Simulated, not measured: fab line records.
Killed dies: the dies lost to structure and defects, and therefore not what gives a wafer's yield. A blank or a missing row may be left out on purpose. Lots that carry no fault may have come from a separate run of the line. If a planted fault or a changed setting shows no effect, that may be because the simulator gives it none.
A lot that was struck, set against a sound lot    flow n5Finfet    38 steps out of a route of 1938
Sound: these wafers, L602.2, L602.5, L602.6. Wafers L610.3, L610.4 were the ones struck. The cause comes at the end.
At each step with rows: each side's tool, then ch and its chambers, then its first start. Under that, the readings that differ: sound wafers    struck wafers    difference of the means    sigmas: that difference in standard deviations of wafers without a fault.
alike: same words and numbers on both sides, and readings whose means sit less than 2 such deviations apart. not compared: any withheld reading, any reading some wafer has no value for, any bound like >300 that may hide the same value, and any number with overlapping values for which the record gives no deviation.
The two part at a step that has a row with sigmas, a row that says differs or no value, or rows on one side only. When numbers do not overlap yet have no deviation, they are printed without sigmas and do not part them. Lack of a reading on every wafer of one side parts them only where that side has two or more wafers.

first, 9 steps without rows for these wafers: N5_BEOL_M9_DESCUM_33 (chemistry O2, time 7 s); N5_BEOL_M9_ETCH_76 (etches underlayer in N2/H2, target depth 6.5 nm, time 5.2 s); N5_BEOL_M9_ETCH_65 (etches SiARC in CF4, target depth 15.6 nm, time 26 s); N5_BEOL_M9_ETCH_66 (etches SOC in N2/H2, target depth 80 nm, overetch 16 nm, time 120 s); N5_BEOL_M9_STRIP_69 (strips in N2/H2); N5_BEOL_M9_STRIP_77 (strips in N2/H2); N5_BEOL_M9_VIA_ETCH_34 (etches SiCOH lowk in C4F6/O2, target depth 182.4 nm, time 68.4 s); N5_BEOL_M9_STRIP_73 (strips in C4F6/O2); N5_BEOL_M9_STRIP_36 (strips in N2/H2).
N5_BEOL_M9_TRENCH_ETCH_37: etches SiCOH lowk in C4F6/O2, target depth 151.43 nm, time 49 s.
  sound on rieDiel-06 ch 1,2,3, day 13 02:25; struck on rieDiel-06 ch 0,3, day 15 15:17
reading                                    sound              struck       difference  sigmas
model.BEOL_M9.featureDepthNm (nm)          152.6 146.6 148.2  132.6 128.6  -18.5       
model.etch.depthNm (nm)                    152.6 146.6 148.1  132.6 128.6  -18.5       
model.TiN_of_BEOL_M9_HM_DEP_02.thkNm (nm)  15.8 15.8 16.2     16.8 16.8    +0.9        
  alike: O2_flow_sccm, drypumpMotorCurrentA, oes_o_777_au, oesProductAu, rfFwdPowerW, rfVppV, showerheadPlenumPTorr, throttleValvePct
  not compared: rfHoursCounterH
then, 2 steps without rows for these wafers: N5_BEOL_M9_ETCH_41 (etches SiCN in CH3F/O2, target depth 36.6 nm, time 70.1 s); N5_BEOL_M9_STRIP_80 (strips in N2/H2, time 10 s).
N5_BEOL_M9_OCD_MEAS_38:
  sound: ocd-02 at day 13 02:36; struck: ocd-02 at day 15 15:27
reading             sound              struck       difference  sigmas
trenchDepthNm (nm)  152.9 146.3 148.4  133.3 128.8  -18.2       -8
then, 13 steps without rows for these wafers: N5_BEOL_M9_HM_STRIP_39 (strips TiN in peroxide tin strip, target depth 25 nm, time 158 s); N5_BEOL_M9_SRD_40 (time 30 s); N5_BEOL_M9_PRECLEAN_42 (cleans in residue remover, time 60 s); N5_BEOL_M9_SRD_43 (time 30 s); N5_BEOL_M9_CURE_72 (cures SiCOH lowk, time 120 s); N5_BEOL_M9_DEGAS_44 (time 60 s); N5_BEOL_M9_PRE_CLEAN_45 (time 30 s); N5_BEOL_M9_ALD_74 (deposits TaN, target thk 2 nm, pulse time 2 s, purge time 3 s); N5_BEOL_M9_SURFACE_TREAT_79; N5_BEOL_M9_CVD_78 (deposits Co from CCTBA/H2, target thk 2 nm, time 138.9 s); N5_BEOL_M9_SPUTTER_48 (material Cu, target thk 12 nm, time 2 s); N5_BEOL_M9_ECD_50 (material Cu, target thk 318 nm); N5_BEOL_M9_ANNEAL_51 (time 90 s).
N5_BEOL_M9_CMP_52: polishes, stops on SiCOH lowk, t overpolish 7 s, target thk 140 nm.
  sound on cmp-01 ch 0,1,3, day 13 05:14; struck on cmp-01 ch 2,3, day 15 17:25
reading                                sound              struck       difference  sigmas
model.Cu_of_BEOL_M9_ECD_50.thkNm (nm)  142.2 134.4 136.2  120.4 117.8  -18.5       
  alike: barrierFieldEndpointS, motorCurrentA, overpolishRunS, timeToEndpointS
N5_BEOL_M9_THK_MEAS_53: measures by xrf.
  sound: filmMetro-02 at day 13 05:25; struck: filmMetro-01 at day 15 17:43
reading      sound              struck       difference  sigmas
M9_THK (nm)  143.1 135.1 137.2  121.7 118.4  -18.4       -7
then, 2 steps without rows for these wafers: N5_BEOL_M9_PRE_CLEAN_55 (time 15 s); N5_BEOL_M9_DEP_56 (deposits SiCN from 3MS/NH3, target thk 15 nm, time 26.5 s).
N5_BEOL_M9_RS_MEAS_57: uses a four-point probe to measure.
  sound: filmMetro-02 at day 13 05:33; struck: filmMetro-01 at day 15 17:50
reading         sound              struck       difference  sigmas
M9_RS (ohm/sq)  0.148 0.158 0.155  0.178 0.183  +0.027      +8
then, 5 steps without rows for these wafers: N5_BEOL_M10_ILD_DEP_00 (deposits SiCOH lowk from DEMS/porogen, target thk 308.51 nm, time 58 s); N5_BEOL_M10_CURE_71 (cures SiCOH lowk, time 240 s); N5_BEOL_M10_PECVD_70 (deposits SiO2 from TEOS/O2, target thk 20 nm, time 22.7 s); N5_BEOL_M10_HM_DEP_02 (deposits TiN, target thk 20 nm); N5_BEOL_M10_COAT_59 (time 60 s, resist thk 100 nm).
-- a jump in the record: the struck wafers' starts before and after are 2 days apart (it breaks off in module BEOL_M10 and resumes in module BEOL_M15, where the first step shown is number 1830 of the route) --
N5_BEOL_M15_RC_MEAS_101:
  sound on prober-02 ch 0, day 14 22:27; struck on prober-01 ch 0, day 17 18:25
reading                    sound                    struck           difference  sigmas
COMB_M10 (S/m)             1.3e-11 1.3e-11 1.2e-11  1.8e-11 2.5e-11  +8.8e-12    +2
COMB_M14 (S/m)             2.9e-12 1.7e-12 2.1e-12  5.4e-12 4.1e-12  +2.5e-12    +3
COMB_M7 (S/m)              1.5e-11 1.6e-11 1.5e-11  3.2e-11 2.5e-11  +1.3e-11    +2
SERP_M11 (ohm/um)          2.99 2.99 3.03           3.24 3.08        +0.16       +2
SERP_M5 (ohm/um)           36.3 36.9 35.8           39.6 40.8        +3.9        +2
SERP_M9 (ohm/um)           3.03 3.22 3.14           3.59 3.86        +0.59       +8
SERP_M9_max_site (ohm/um)  3.09 3.36 3.20           3.65 4.01        +0.61       +7
  alike: COMB_M11, COMB_M12, COMB_M12_max_site, COMB_M13, COMB_M15, COMB_M5, COMB_M5_max_site, COMB_M6, COMB_M8, SERP_M10, SERP_M12, SERP_M13, SERP_M14, SERP_M6, SERP_M7, SERP_M8
N5_PASSIVATION_PROBE_49:
  sound: prober-01 at day 15 13:22; struck: prober-01 at day 18 06:56
  alike: defectLimitedYield, killed_at_M0_to_M3, killed_at_M4_up, killedAtContacts, killedAtFrontEnd, killedAtOther, killedDies, killedOpen, killedShort, sort_bin_5_function, sort_bin_6_memory, sort_bin_8_speed, sortNPass, sortYieldPct

## WHERE THEY PART
First at N5_BEOL_M9_OCD_MEAS_38; last, within this record, at N5_BEOL_M15_RC_MEAS_101. Later steps at which nothing parts them and some readings are alike: N5_PASSIVATION_PROBE_49.

WHY: what the simulator had put in
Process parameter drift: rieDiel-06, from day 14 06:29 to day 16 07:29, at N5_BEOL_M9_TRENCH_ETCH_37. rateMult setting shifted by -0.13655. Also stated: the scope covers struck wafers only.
